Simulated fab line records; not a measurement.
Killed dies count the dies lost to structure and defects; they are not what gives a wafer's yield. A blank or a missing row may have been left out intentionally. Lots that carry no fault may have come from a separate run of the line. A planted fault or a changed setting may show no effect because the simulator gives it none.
fab line records | flow n5Finfet
[record] lots = 24 wafers = 72 lastDay = 17
route steps=1938 shown MOL_CONTACT_COAG@545
lots that met no fault: taken from a fault-free run of the same line
startH: hours from the record's opening day to when the first of the lot's shown wafers began | waitH: hours since the lot's step before | " identical to the entry in the row above | L1.1+2: one row covering several wafers at once | - no value present, or no start provided | * or withheld: withheld | < > ~ a bound
route shown NAME@n: NAME is a module with steps in the file, n the number in the route of the first one | usual: the fault-free wafers' mean and standard deviation | same: alike in all rows | chamber/n: place in a boat | sites: each site's reading | _std_site: their standard deviation | _edge_site: the outer-site mean with the inner-site mean subtracted | radiusMm: how far each site lies from the wafer's centre | mask NAME#n: copy n | behind: tool/chamber where the wafer was last shaped | hold: reason for holding the lot/hours on hold/outcome of the hold | device: the transistor (n, p or np) that didn't switch | end of line: the route-end tests of the same wafers | where a step has no rows: the recipe by itself | killed: at the first sort, the dies lost to defects and structure; wafer yield is something else | map: per-die view of a wafer (x killed, . not killed, _ where there is no die)
set.NAME: the setting as run; set.NAME@STEP: as run at that earlier step | model.NAME: the simulator's own value behind a step, which no gauge read
a sample of lots followed through the steps of the route, with each step as a table and each wafer as a row
services: from which hour (startH, from the record's first day; less than 0 if before it) a tool's chamber was out of use, for how many hours, and why
[[steps]]
[step N5_MOL_CONTACT_COAG_SIL_ANNEAL_21]
[recipe] tempC = 550 timeS = 60 ambient = N2
[usual] lampPowerPct = 6.9/0.61 lamp_zone_3_pct = 6.9/0.61 wafer_temp_C_max = 552.3/0.71
// columns lot.wafer tool chamber startH waitH lampPowerPct lamp_zone_3_pct wafer_temp_C_max
L074.1 rtpAnneal-02 0 89.97 0.2 7.4 7.4 552.6
L074.3 " 0 " " 7.4 7.4 551.7
L074.5 " 0 " " 7.4 7.4 552.3
L075.3 rtpAnneal-02 0 99.57 0.3 7.4 7.4 552.0
L075.5 " 0 " " 7.4 7.4 551.6
L075.6 " 0 " " 7.4 7.4 551.5
L076.1 rtpAnneal-02 0 105.83 0.2 7.4 7.4 551.6
L076.4 " 0 " " 7.4 7.4 551.5
L076.5 " 0 " " 7.4 7.4 551.6
L077.1 rtpAnneal-02 0 107.70 0.2 7.4 7.4 551.7
L077.4 " 0 " " 7.4 7.4 551.4
L077.6 " 0 " " 7.4 7.4 551.6
L078.1 rtpAnneal-02 0 114.60 0.2 7.4 7.4 552.3
L078.2 " 0 " " 7.4 7.4 553.0
L078.3 " 0 " " 7.4 7.4 552.2
L079.2 rtpAnneal-02 0 120.84 0.2 7.4 7.4 552.2
L079.3 " 0 " " 7.4 7.4 552.4
L079.5 " 0 " " 7.4 7.4 551.7
L080.1 rtpAnneal-02 0 127.50 0.2 7.4 7.4 552.5
L080.2 " 0 " " 7.4 7.4 551.8
L080.6 " 0 " " 7.4 7.4 552.0
L081.2 rtpAnneal-02 0 145.78 0.2 7.4 7.4 551.7
L081.4 " 0 " " 7.4 7.4 551.9
L081.5 " 0 " " 7.4 7.4 552.4
L082.3 rtpAnneal-01 0 150.20 0.3 6.1 6.1 553.5
L082.4 " 0 " " 6.1 6.1 553.5
L082.5 " 0 " " 6.1 6.1 553.6
L084.1 rtpAnneal-01 0 151.43 0.3 6.1 6.1 553.2
L084.3 " 0 " " 6.1 6.1 553.0
L084.5 " 0 " " 6.1 6.1 552.5
L083.1 rtpAnneal-02 0 151.78 0.2 7.4 7.4 552.5
L083.3 " 0 " " 7.4 7.4 551.9
L083.5 " 0 " " 7.4 7.4 551.7
L085.2 rtpAnneal-01 0 161.83 0.2 6.1 6.1 553.0
L085.4 " 0 " " 6.1 6.1 554.0
L085.5 " 0 " " 6.1 6.1 553.0
L086.2 rtpAnneal-02 0 169.20 0.2 7.4 7.4 552.1
L086.4 " 0 " " 7.4 7.4 552.0
L086.6 " 0 " " 7.4 7.4 552.1
L087.2 rtpAnneal-01 0 175.55 0.3 6.1 6.1 553.7
L087.3 " 0 " " 6.1 6.1 553.2
L087.4 " 0 " " 6.1 6.1 552.9
L088.3 rtpAnneal-02 0 176.52 0.3 7.4 7.4 551.4
L088.4 " 0 " " 7.4 7.4 552.0
L088.5 " 0 " " 7.4 7.4 551.9
L089.1 rtpAnneal-02 0 182.91 0.2 7.4 7.4 551.7
L089.3 " 0 " " 7.4 7.4 551.7
L089.4 " 0 " " 7.4 7.4 551.9
L090.1 rtpAnneal-02 0 199.64 0.2 7.4 7.4 552.3
L090.2 " 0 " " 7.4 7.4 552.4
L090.3 " 0 " " 7.4 7.4 552.4
L091.1 rtpAnneal-01 0 205.68 0.2 6.1 6.1 552.2
L091.2 " 0 " " 6.1 6.1 554.0
L091.5 " 0 " " 6.1 6.1 552.7
L092.1 rtpAnneal-02 0 207.73 0.2 7.4 7.4 551.9
L092.4 " 0 " " 7.4 7.4 551.3
L092.5 " 0 " " 7.4 7.4 551.9
L093.1 rtpAnneal-02 0 214.96 0.3 7.4 7.4 551.3
L093.2 " 0 " " 7.4 7.4 551.2
L093.5 " 0 " " 7.4 7.4 552.0
L094.2 rtpAnneal-02 0 217.81 0.2 7.4 7.4 552.3
L094.3 " 0 " " 7.4 7.4 551.7
L094.5 " 0 " " 7.4 7.4 551.9
L095.2 rtpAnneal-01 0 219.39 0.4 6.1 6.1 552.8
L095.4 " 0 " " 6.1 6.1 553.2
L095.6 " 0 " " 6.1 6.1 553.1
L096.1 rtpAnneal-01 0 228.05 0.2 6.1 6.1 553.5
L096.2 " 0 " " 6.1 6.1 552.6
L096.6 " 0 " " 6.1 6.1 552.6
L097.1 rtpAnneal-01 0 233.16 0.2 6.1 6.1 552.6
L097.2 " 0 " " 6.1 6.1 552.9
L097.4 " 0 " " 6.1 6.1 554.0
[step N5_MOL_CONTACT_COAG_CO_FILL_22]
[recipe] material = Co targetThkA = 200 tempC = 200 precursor = CCTBA/H2 pressureTorr = 30
[usual] heaterPowerW = 220/21
// columns lot.wafer tool chamber startH waitH heaterPowerW
L074.1 cvdCo-01 2 90.58 0.1 184
L074.3 " 1 " " 223
L074.5 " 1 " " 233
L075.3 cvdCo-01 0 100.75 0.1 217
L075.5 " 0 " " 212
L075.6 " 1 " " 224
L076.1 cvdCo-02 1 107.55 0.1 218
L076.4 " 2 " " 236
L076.5 " 0 " " 254
L077.1 cvdCo-02 0 108.23 0.1 249
L077.4 " 2 " " 226
L077.6 " 1 " " 215
L078.1 cvdCo-02 2 115.16 0.1 235
L078.2 " 0 " " 258
L078.3 " 2 " " 224
L079.2 cvdCo-02 2 121.88 0.1 232
L079.3 " 0 " " 247
L079.5 " 2 " " 230
L080.1 cvdCo-02 2 128.26 0.1 226
L080.2 " 0 " " 244
L080.6 " 2 " " 232
L081.2 cvdCo-01 1 146.15 0.1 226
L081.4 " 1 " " 228
L081.5 " 0 " " 214
L082.3 cvdCo-01 0 150.92 0.1 214
L082.4 " 2 " " 193
L082.5 " 0 " " 217
L084.1 cvdCo-01 2 153.45 0.1 191
L084.3 " 1 " " 226
L084.5 " 2 " " 192
L083.1 cvdCo-02 1 153.61 0.1 195
L083.3 " 2 " " 225
L083.5 " 1 " " 194
L085.2 cvdCo-02 2 162.72 0.1 235
L085.4 " 2 " " 225
L085.5 " 0 " " 251
L086.2 cvdCo-01 2 170.86 0.1 182
L086.4 " 1 " " 228
L086.6 " 0 " " 212
L087.2 cvdCo-01 0 176.44 0.1 218
L087.3 " 2 " " 190
L087.4 " 2 " " 190
L088.3 cvdCo-02 0 176.98 0.1 244
L088.4 " 2 " " 233
L088.5 " 1 " " 196
L089.1 cvdCo-01 0 183.32 0.1 212
L089.3 " 1 " " 229
L089.4 " 0 " " 212
L090.1 cvdCo-02 2 200.36 0.1 229
L090.2 " 0 " " 250
L090.3 " 1 " " 192
L091.1 cvdCo-01 2 207.96 0.1 191
L091.2 " 0 " " 208
L091.5 " 2 " " 187
L092.1 cvdCo-02 0 208.34 0.1 247
L092.4 " 0 " " 249
L092.5 " 1 " " 194
L093.1 cvdCo-01 1 217.57 0.1 221
L093.2 " 0 " " 215
L093.5 " 2 " " 186
L094.2 cvdCo-02 0 218.53 0.1 247
L094.3 " 2 " " 234
L094.5 " 2 " " 229
L095.2 cvdCo-02 2 221.31 0.1 234
L095.4 " 0 " " 252
L095.6 " 2 " " 242
L096.1 cvdCo-01 2 229.57 0.1 186
L096.2 " 0 " " 212
L096.6 " 1 " " 222
L097.1 cvdCo-01 1 233.69 0.1 223
L097.2 " 2 " " 189
L097.4 " 2 " " 187
[step N5_MOL_CONTACT_COAG_DESCUM_88]
[recipe] chemistry = O2 timeS = 7 sourcePowerW = 50 biasPowerW = 20 pressureMtorr = 20 rfFrequencyHz = 2.712e+07 tempC = 40 resist = CAR-EUV o2FlowSccm = 225
[usual] biasPowerW = 20.00/0.063 drypumpMotorCurrentA = 5.9/0.41 oesProductAu = 0.77/0.088 rfVppV = 243.5/1.1 showerheadPlenumPTorr = 2.10/0.053 throttleValvePct = 20.50/0.14
// columns lot.wafer tool chamber startH waitH biasPowerW drypumpMotorCurrentA oesProductAu rfHoursCounterH rfVppV showerheadPlenumPTorr throttleValvePct
L074.1 rieDiel-03 0 98.03 0.0 19.96 5.5 0.70 201 244.8 2.16 20.36
L074.3 " 1 " " 19.92 6.0 0.70 221 243.2 2.07 20.71
L074.5 " 1 " " 20.00 6.0 0.70 - 242.6 2.07 20.71
L075.3 rieDiel-04 1 106.90 0.2 20.08 5.7 0.79 114 245.8 2.19 20.58
L075.5 " 2 " " 20.08 5.1 0.74 - 243.5 2.08 20.61
L075.6 " 1 " " 20.02 5.7 0.79 - 245.1 2.19 20.58
L076.1 rieDiel-04 3 114.70 0.1 20.04 6.1 0.70 231 243.0 2.07 20.50
L076.4 " 2 " " 20.05 5.2 0.74 166 244.4 2.08 20.62
L076.5 " 1 " " 20.03 5.7 0.79 - 245.6 2.19 20.59
L077.1 rieDiel-01 2 114.94 0.1 19.98 5.9 0.78 124 242.8 2.10 20.22
L077.4 " 1 " " 19.96 6.6 0.75 179 243.2 2.07 20.56
L077.6 " 0 " " 19.95 6.5 0.94 - 244.1 2.22 20.43
L078.1 rieDiel-04 3 122.04 0.0 19.96 6.1 0.70 233 241.3 2.07 20.50
L078.2 " 1 " " 20.06 5.7 0.80 118 244.3 2.18 20.59
L078.3 " 0 " " 20.02 5.4 0.71 206 243.3 2.07 20.41
L079.2 rieDiel-01 0 129.02 0.5 20.10 6.4 0.92 14 245.5 2.22 20.44
L079.3 " 2 " " 19.86 5.9 0.77 128 243.4 2.10 20.23
L079.5 " 1 " " 19.95 6.6 0.73 - 244.2 2.07 20.57
L080.1 rieDiel-04 0 134.25 0.0 20.00 5.4 0.71 210 242.6 2.07 20.42
L080.2 " 2 " " 20.15 5.2 0.74 172 243.3 2.08 20.62
L080.6 " 2 " " 19.91 5.2 0.73 - 242.8 2.08 20.63
L081.2 rieDiel-01 0 154.39 0.2 20.06 6.5 0.91 22 245.8 2.22 20.46
L081.4 " 1 " " 19.99 6.6 0.73 191 241.0 2.06 20.58
L081.5 " 1 " " 20.01 6.6 0.73 - 244.2 2.06 20.60
L082.3 rieDiel-03 1 157.64 0.0 20.00 6.0 0.69 241 242.2 2.06 20.74
L082.4 " 1 " " 20.06 6.0 0.69 - 243.0 2.06 20.75
L082.5 " 3 " " 20.03 6.2 0.71 - 242.2 2.06 20.46
L084.1 rieDiel-04 2 160.70 0.0 20.01 5.1 0.73 183 242.5 2.07 20.64
L084.3 " 3 " " 19.91 6.0 0.69 248 242.5 2.06 20.51
L084.5 " 3 " " 19.93 6.0 0.69 - 243.0 2.06 20.52
L083.1 rieDiel-03 3 161.03 0.0 19.92 6.1 0.70 228 242.9 2.06 20.47
L083.3 " 1 " " 19.89 6.0 0.68 244 243.8 2.06 20.76
L083.5 " 1 " " 20.02 6.0 0.68 - 241.5 2.06 20.75
L085.2 rieDiel-04 1 172.79 0.0 20.05 5.7 0.77 137 243.9 2.18 20.63
L085.4 " 0 " " 20.10 5.4 0.70 - 242.6 2.07 20.43
L085.5 " 2 " " 20.07 5.2 0.73 - 243.3 2.07 20.64
L086.2 rieDiel-01 0 179.54 0.0 19.92 6.5 0.88 30 243.8 2.22 20.46
L086.4 " 2 " " 20.04 5.9 0.75 146 243.6 2.09 20.25
L086.6 " 1 " " 20.15 6.6 0.72 - 243.7 2.06 20.59
L087.2 rieDiel-04 2 184.97 0.0 19.92 5.2 0.73 192 243.0 2.07 20.65
L087.3 " 0 " " 19.95 5.4 0.69 230 244.4 2.07 20.46
L087.4 " 3 " " 20.02 6.0 0.99 1 244.5 2.06 20.15
L088.3 rieDiel-01 2 189.26 0.3 19.92 5.9 0.75 150 242.5 2.09 20.26
L088.4 " 0 " " 19.92 6.5 0.89 33 245.4 2.21 20.45
L088.5 " 2 " " 19.94 5.9 0.76 - 243.3 2.09 20.26
L089.1 rieDiel-01 1 192.57 0.3 20.02 6.6 0.72 204 242.1 2.06 20.61
L089.3 " 3 " " 20.01 6.1 0.85 59 244.4 2.13 20.56
L089.4 " 0 " " 19.99 6.5 0.89 35 245.3 2.21 20.48
L090.1 rieDiel-03 0 208.26 0.3 19.94 5.5 0.68 238 242.8 2.14 20.40
L090.2 " 1 " " 19.90 6.0 0.97 2 242.7 2.06 20.37
L090.3 " 2 " " 20.03 5.8 0.70 195 242.6 2.08 20.60
L091.1 rieDiel-01 0 214.91 0.0 20.05 6.5 0.86 44 245.1 2.21 20.49
L091.2 " 1 " " 19.97 6.7 0.71 213 243.8 2.06 20.64
L091.5 " 0 " " 19.96 6.4 0.87 - 246.0 2.21 20.49
L092.1 rieDiel-03 0 216.26 0.0 20.03 5.5 0.68 241 244.6 2.14 20.40
L092.4 " 2 " " 19.99 5.8 0.69 - 242.6 2.08 20.62
L092.5 " 0 " " 20.11 5.5 0.68 - 244.3 2.14 20.42
L093.1 rieDiel-04 2 223.19 0.0 19.96 5.1 0.71 206 241.7 2.06 20.68
L093.2 " 0 " " 20.04 5.4 0.69 242 243.1 2.06 20.46
L093.5 " 3 " " 19.93 6.1 0.93 - 242.9 2.06 20.20
L094.2 rieDiel-04 2 225.21 0.0 20.00 5.2 0.72 207 242.8 2.06 20.67
L094.3 " 3 " " 19.84 6.0 0.93 15 242.7 2.05 20.16
L094.5 " 1 " " 19.99 5.7 0.75 - 243.8 2.17 20.64
L095.2 rieDiel-03 2 229.39 0.3 19.94 5.8 0.69 203 242.0 2.07 20.63
L095.4 " 0 " " 19.99 5.5 0.68 - 244.1 2.14 20.42
L095.6 " 1 " " 20.02 6.0 0.93 - 244.6 2.05 20.37
L096.1 rieDiel-03 1 237.26 0.3 20.02 6.0 0.92 13 240.7 2.05 20.37
L096.2 " 0 " " 20.10 5.5 0.67 249 242.9 2.14 20.41
L096.6 " 0 " " 20.06 5.5 0.67 - 244.8 2.14 20.41
L097.1 rieDiel-04 2 241.49 0.7 19.93 5.2 0.71 213 242.5 2.06 20.68
L097.2 " 3 " " 19.99 6.0 0.91 21 242.3 2.05 20.20
L097.4 " 0 " " 19.96 5.4 0.68 249 241.1 2.06 20.47
[step N5_MOL_CONTACT_COAG_ETCHBACK_135]
[recipe] chemistry = CHF3 target = SiO2 targetDepthA = 250 timeS = 16.7 ionEnergyEv = 200 pressureMtorr = 30 sourceW = 610 biasW = 170 Ar_flow_sccm = 200 CHF3_flow_sccm = 50
[usual] drypumpMotorCurrentA = 5.9/0.4 mfcArSccm = 200.0/0.62 oes_f_703_au = 0.78/0.091 oesProductAu = 0.78/0.099 rfVppV = 524/6.1 showerheadPlenumPTorr = 2.39/0.059 throttleValvePct = 18.78/0.17
// columns lot.wafer tool chamber startH waitH drypumpMotorCurrentA mfcArSccm oes_f_703_au oesProductAu rfHoursCounterH rfVppV showerheadPlenumPTorr throttleValvePct
L074.1 rieDiel-01 1 98.47 0.0 6.6 201.2 0.75 0.74 172 523 2.37 18.95
L074.3 " 0 " " 6.5 199.7 0.93 0.96 4 536 2.53 18.76
L074.5 " 3 " " 6.1 200.0 0.89 0.89 - 523 2.43 18.74
L075.3 rieDiel-01 3 107.34 0.0 6.1 200.8 0.88 0.89 29 521 2.43 18.76
L075.5 " 0 " " 6.4 199.8 0.92 0.95 - 537 2.53 18.75
L075.6 " 1 " " 6.7 199.5 0.74 0.75 - 523 2.37 18.95
L076.1 rieDiel-04 3 115.28 0.0 6.0 199.2 0.71 0.70 231 515 2.35 18.79
L076.4 " 1 " " 5.7 199.1 0.79 0.79 117 527 2.48 18.90
L076.5 " 3 " " 6.0 199.3 0.71 0.70 - 517 2.35 18.78
L077.1 rieDiel-01 0 115.39 0.0 6.5 199.4 0.90 0.93 10 537 2.53 18.75
L077.4 " 1 " " 6.6 199.3 0.74 0.74 180 525 2.37 18.96
L077.6 " 2 " " 5.9 200.6 0.78 0.77 - 527 2.40 18.56
L078.1 rieDiel-01 0 122.48 0.0 6.5 199.9 0.90 0.93 11 535 2.53 18.77
L078.2 " 2 " " 5.9 200.1 0.77 0.78 125 526 2.40 18.58
L078.3 " 3 " " 6.1 200.3 0.88 0.89 34 522 2.42 18.76
L079.2 rieDiel-01 0 129.46 0.0 6.5 199.6 0.89 0.92 14 534 2.53 18.78
L079.3 " 3 " " 6.1 199.4 0.88 0.89 36 523 2.42 18.78
L079.5 " 3 " " 6.1 200.6 0.87 0.89 - 520 2.42 18.77
L080.1 rieDiel-04 1 134.88 0.0 5.7 199.4 0.79 0.79 122 527 2.48 18.91
L080.2 " 2 " " 5.2 200.6 0.75 0.73 173 514 2.38 19.01
L080.6 " 0 " " 5.4 201.4 0.70 0.70 - 527 2.35 18.69
L081.2 rieDiel-03 1 154.83 0.0 6.0 199.8 0.69 0.68 241 526 2.35 19.05
L081.4 " 0 " " 5.5 200.5 0.70 0.69 219 519 2.45 18.71
L081.5 " 3 " " 6.2 199.3 0.71 0.70 - 531 2.34 18.78
L082.3 rieDiel-01 0 158.08 0.0 6.4 199.5 0.88 0.91 23 537 2.53 18.78
L082.4 " 3 " " 6.1 199.4 0.85 0.86 46 522 2.42 18.79
L082.5 " 1 " " 6.7 200.5 0.73 0.73 - 522 2.36 18.99
L084.1 rieDiel-04 2 161.13 0.0 5.1 199.1 0.73 0.72 183 514 2.37 19.02
L084.3 " 1 " " 5.7 200.2 0.78 0.77 132 526 2.47 18.91
L084.5 " 0 " " 5.4 200.7 0.69 0.69 - 528 2.35 18.70
L083.1 rieDiel-01 3 161.47 0.0 6.1 200.8 0.86 0.86 48 519 2.42 18.81
L083.3 " 2 " " 5.9 199.7 0.76 0.76 140 528 2.39 18.61
L083.5 " 3 " " 6.1 200.3 0.85 0.85 - 520 2.42 18.78
L085.2 rieDiel-03 1 173.64 0.0 6.0 200.7 0.68 0.68 248 527 2.34 19.06
L085.4 " 2 " " 5.8 200.6 0.70 0.71 179 524 2.36 18.87
L085.5 " 0 " " 5.5 200.2 0.70 0.69 - 517 2.45 18.72
L086.2 rieDiel-03 3 180.39 0.0 6.1 199.6 0.70 0.70 236 530 2.34 18.80
L086.4 " 0 " " 5.5 199.5 0.69 0.69 226 519 2.45 18.73
L086.6 " 2 " " 5.8 199.5 0.70 0.70 - 522 2.36 18.85
L087.2 rieDiel-01 1 185.67 0.0 6.6 200.6 0.72 0.73 201 524 2.36 19.00
L087.3 " 0 " " 6.5 200.8 0.85 0.89 32 536 2.52 18.80
L087.4 " 2 " " 5.9 199.5 0.75 0.76 148 526 2.39 18.61
L088.3 rieDiel-03 2 191.29 0.0 5.8 200.4 0.70 0.70 186 524 2.36 18.87
L088.4 " 3 " " 6.1 199.9 0.69 0.69 - 531 2.34 18.82
L088.5 " 0 " " 5.5 200.3 0.69 0.68 - 519 2.45 18.73
L089.1 rieDiel-01 1 193.10 0.0 6.6 199.4 0.73 0.73 204 524 2.36 19.00
L089.3 " 3 " " 6.1 199.4 0.84 0.85 59 521 2.41 18.81
L089.4 " 0 " " 6.4 200.4 0.85 0.88 36 537 2.52 18.80
L090.1 rieDiel-04 2 208.69 0.0 5.1 199.1 0.72 0.71 201 516 2.37 19.06
L090.2 " 1 " " 5.7 200.4 0.76 0.76 151 525 2.47 18.94
L090.3 " 3 " " 6.0 199.7 0.93 0.94 9 515 2.34 18.42
L091.1 rieDiel-03 0 215.58 0.0 5.5 200.4 0.69 0.67 241 519 2.44 18.75
L091.2 " 2 " " 5.8 200.0 0.69 0.68 197 522 2.35 18.89
L091.5 " 1 " " 6.0 200.2 0.95 0.95 - 527 2.34 18.64
L092.1 rieDiel-04 2 216.92 0.0 5.1 198.9 0.72 0.72 204 514 2.37 19.07
L092.4 " 1 " " 5.7 201.1 0.76 0.76 154 527 2.47 18.94
L092.5 " 0 " " 5.4 200.8 0.68 0.68 - 526 2.34 18.73
L093.1 rieDiel-04 3 223.63 0.0 6.0 199.9 0.91 0.93 14 515 2.34 18.44
L093.2 " 2 " " 5.1 199.6 0.72 0.71 206 515 2.37 19.06
L093.5 " 0 " " 5.4 199.0 0.68 0.68 - 527 2.34 18.73
L094.2 rieDiel-04 3 225.66 0.0 6.1 199.9 0.92 0.92 15 516 2.34 18.45
L094.3 " 1 " " 5.7 200.2 0.75 0.75 157 525 2.46 18.96
L094.5 " 2 " " 5.2 199.3 0.72 0.70 - 514 2.36 19.07
L095.2 rieDiel-04 3 229.83 0.0 6.1 200.4 0.91 0.92 17 516 2.34 18.44
L095.4 " 1 " " 5.7 199.9 0.76 0.76 158 527 2.46 18.97
L095.6 " 3 " " 6.1 198.8 0.91 0.92 - 515 2.34 18.44
L096.1 rieDiel-03 1 237.94 0.0 6.0 200.7 0.91 0.93 13 525 2.34 18.68
L096.2 " 0 " " 5.5 198.5 0.68 0.66 249 518 2.44 18.77
L096.6 " 1 " " 6.0 199.9 0.92 0.92 - 527 2.34 18.67
L097.1 rieDiel-03 2 242.14 0.0 5.8 199.4 0.68 0.69 207 522 2.35 18.90
L097.2 " 1 " " 6.0 198.7 0.91 0.92 14 526 2.34 18.65
L097.4 " 2 " " 5.8 200.4 0.68 0.69 - 523 2.35 18.89
[step N5_MOL_CONTACT_COAG_CD_MEAS_40]
[recipe] targetCdNm = 25.1 landingEnergyEv = 500 detector = seInlens polarity = opening
[usual] cdNm = 25.12/0.25
// columns lot.wafer tool chamber startH waitH cdNm
L074.1 cdSem-02 0 99.16 - 25.40
L074.3 " 0 " " 25.09
L074.5 " 0 " " 25.70
L075.3 cdSem-01 0 108.03 - 25.46
L075.5 " 0 " " 25.24
L075.6 " 0 " " 25.49
L076.1 cdSem-02 0 115.97 - 24.71
L076.4 " 0 " " 24.75
L076.5 " 0 " " 25.37
L077.1 cdSem-02 0 116.20 - 25.00
L077.4 " 0 " " 25.60
L077.6 " 0 " " 25.24
L078.1 cdSem-03 0 123.16 - 24.81
L078.2 " 0 " " 24.98
L078.3 " 0 " " 25.00
L079.2 cdSem-01 0 130.27 - 24.75
L079.3 " 0 " " 24.95
L079.5 " 0 " " 25.17
L080.1 cdSem-03 0 135.69 - 24.78
L080.2 " 0 " " 24.78
L080.6 " 0 " " 25.23
L081.2 cdSem-01 0 155.52 - 25.18
L081.4 " 0 " " 25.38
L081.5 " 0 " " 25.22
L082.3 cdSem-01 0 158.79 - 24.94
L082.4 " 0 " " 24.87
L082.5 " 0 " " 25.09
L084.1 cdSem-02 0 161.95 - 25.13
L084.3 " 0 " " 25.65
L084.5 " 0 " " 25.27
L083.1 cdSem-01 0 162.28 - 24.79
L083.3 " 0 " " 24.73
L083.5 " 0 " " 24.87
L085.2 cdSem-01 0 174.49 - 25.60
L085.4 " 0 " " 25.11
L085.5 " 0 " " 25.56
L086.2 cdSem-01 0 181.07 - 25.13
L086.4 " 0 " " 25.58
L086.6 " 0 " " 25.28
L087.2 cdSem-03 0 188.97 - 25.52
L087.3 " 0 " " 25.12
L087.4 " 0 " " 24.81
L088.3 cdSem-01 0 192.03 - 24.84
L088.4 " 0 " " 25.24
L088.5 " 0 " " 24.87
L089.1 cdSem-01 0 193.79 - 25.01
L089.3 " 0 " " 25.18
L089.4 " 0 " " 24.89
L090.1 cdSem-01 0 209.51 - 25.37
L090.2 " 0 " " 25.15
L090.3 " 0 " " 25.07
L091.1 cdSem-03 0 216.39 - 24.59
L091.2 " 0 " " 24.73
L091.5 " 0 " " 24.69
L092.1 cdSem-03 0 217.65 - 24.90
L092.4 " 0 " " 25.15
L092.5 " 0 " " 25.21
L093.1 cdSem-01 0 224.32 - 25.40
L093.2 " 0 " " 24.92
L093.5 " 0 " " 25.19
L094.2 cdSem-02 0 226.40 - 24.93
L094.3 " 0 " " 24.88
L094.5 " 0 " " 25.13
L095.2 cdSem-01 0 230.52 - 25.17
L095.4 " 0 " " 25.19
L095.6 " 0 " " 25.31
L096.1 cdSem-02 0 238.66 - 25.21
L096.2 " 0 " " 25.00
L096.6 " 0 " " 25.11
L097.1 cdSem-03 0 242.84 - 24.94
L097.2 " 0 " " 25.61
L097.4 " 0 " " 25.18
[step N5_MOL_CONTACT_COAG_OVL_MEAS_41]
[recipe] pointsPerWafer = 522
[usual] VD_OVL = -0.3/0.77
// columns lot.wafer tool chamber startH waitH VD_OVL[nm]
L074.1 overlay-01 0 99.19 0.0 0.6
L074.3 " 0 " " 0.9
L074.5 " 0 " " 0.4
L075.3 overlay-01 0 108.07 0.0 -1.4
L075.5 " 0 " " 0.1
L075.6 " 0 " " -0.4
L076.1 overlay-01 0 116.00 0.0 0.7
L076.4 " 0 " " 0.2
L076.5 " 0 " " -0.3
L077.1 overlay-01 0 116.23 0.0 -0.2
L077.4 " 0 " " -0.8
L077.6 " 0 " " 0.2
L078.1 overlay-01 0 123.19 0.0 0.6
L078.2 " 0 " " -0.6
L078.3 " 0 " " -0.3
L079.2 overlay-01 0 130.31 0.0 0.2
L079.3 " 0 " " 0.5
L079.5 " 0 " " 0.3
L080.1 overlay-01 0 135.72 0.0 -0.6
L080.2 " 0 " " -0.9
L080.6 " 0 " " 0.1
L081.2 overlay-01 0 155.55 0.0 -2.2
L081.4 " 0 " " -1.3
L081.5 " 0 " " -0.4
L082.3 overlay-02 0 158.83 0.0 -0.1
L082.4 " 0 " " -1.0
L082.5 " 0 " " -1.2
L084.1 overlay-02 0 161.98 0.0 0.5
L084.3 " 0 " " 0.4
L084.5 " 0 " " 0.5
L083.1 overlay-02 0 162.31 0.0 -0.5
L083.3 " 0 " " -0.1
L083.5 " 0 " " -0.4
L085.2 overlay-01 0 174.53 0.0 0.6
L085.4 " 0 " " 1.4
L085.5 " 0 " " 0.6
L086.2 overlay-01 0 181.11 0.0 -0.1
L086.4 " 0 " " -0.3
L086.6 " 0 " " 0.6
L087.2 overlay-02 0 189.00 0.0 -0.4
L087.3 " 0 " " -0.2
L087.4 " 0 " " -0.2
L088.3 overlay-02 0 192.07 0.0 0.3
L088.4 " 0 " " 0.1
L088.5 " 0 " " 0.7
L089.1 overlay-01 0 193.82 0.0 -0.7
L089.3 " 0 " " 0.4
L089.4 " 0 " " -0.9
L090.1 overlay-01 0 209.54 0.0 -0.4
L090.2 " 0 " " -1.2
L090.3 " 0 " " -1.5
L091.1 overlay-01 0 216.42 0.0 -1.3
L091.2 " 0 " " -1.0
L091.5 " 0 " " -1.6
L092.1 overlay-02 0 217.68 0.0 -0.5
L092.4 " 0 " " -1.3
L092.5 " 0 " " -0.4
L093.1 overlay-01 0 224.35 0.0 -1.6
L093.2 " 0 " " 0.1
L093.5 " 0 " " -0.9
L094.2 overlay-01 0 226.43 0.0 -1.5
L094.3 " 0 " " -1.5
L094.5 " 0 " " -1.0
L095.2 overlay-01 0 230.56 0.0 0.7
L095.4 " 0 " " 0.5
L095.6 " 0 " " 0.7
L096.1 overlay-01 0 238.69 0.0 -0.6
L096.2 " 0 " " 0.0
L096.6 " 0 " " -0.6
L097.1 overlay-01 0 242.87 0.0 -1.3
L097.2 " 0 " " -1.4
L097.4 " 0 " " -1.1
[[services]]
// columns tool chamber startH hours kind
rieDiel-01 0 73.23 - clean
rieDiel-01 0 73.23 - consumableReplace:focusRing
rieDiel-01 0 73.23 - consumableReplace:showerhead
rieDiel-01 0 73.23 15.8 scheduledDown
rieDiel-01 0 73.23 15.8 ventCycle
rieDiel-03 3 90.78 8.7 repair
rieDiel-03 2 120.65 6.2 repair
rieDiel-01 1 121.10 5.2 repair
rieDiel-03 0 155.80 6.7 repair
rieDiel-04 3 168.49 - clean
rieDiel-04 3 168.49 - consumableReplace:focusRing
rieDiel-04 3 168.49 13.4 scheduledDown
rieDiel-04 3 168.49 13.4 ventCycle
rieDiel-03 1 180.59 - clean
rieDiel-03 1 180.59 - consumableReplace:focusRing
rieDiel-03 1 180.59 22.5 scheduledDown
rieDiel-03 1 180.59 22.5 ventCycle
rieDiel-03 3 213.59 - clean
rieDiel-03 3 213.59 - consumableReplace:focusRing
rieDiel-03 3 213.59 18.4 scheduledDown
rieDiel-03 3 213.59 18.4 ventCycle
cvdCo-01 - 226.69 1.1 repair
rieDiel-01 1 228.63 16.2 repair
rieDiel-03 - 239.55 1.0 repair
[[key]]
fault none
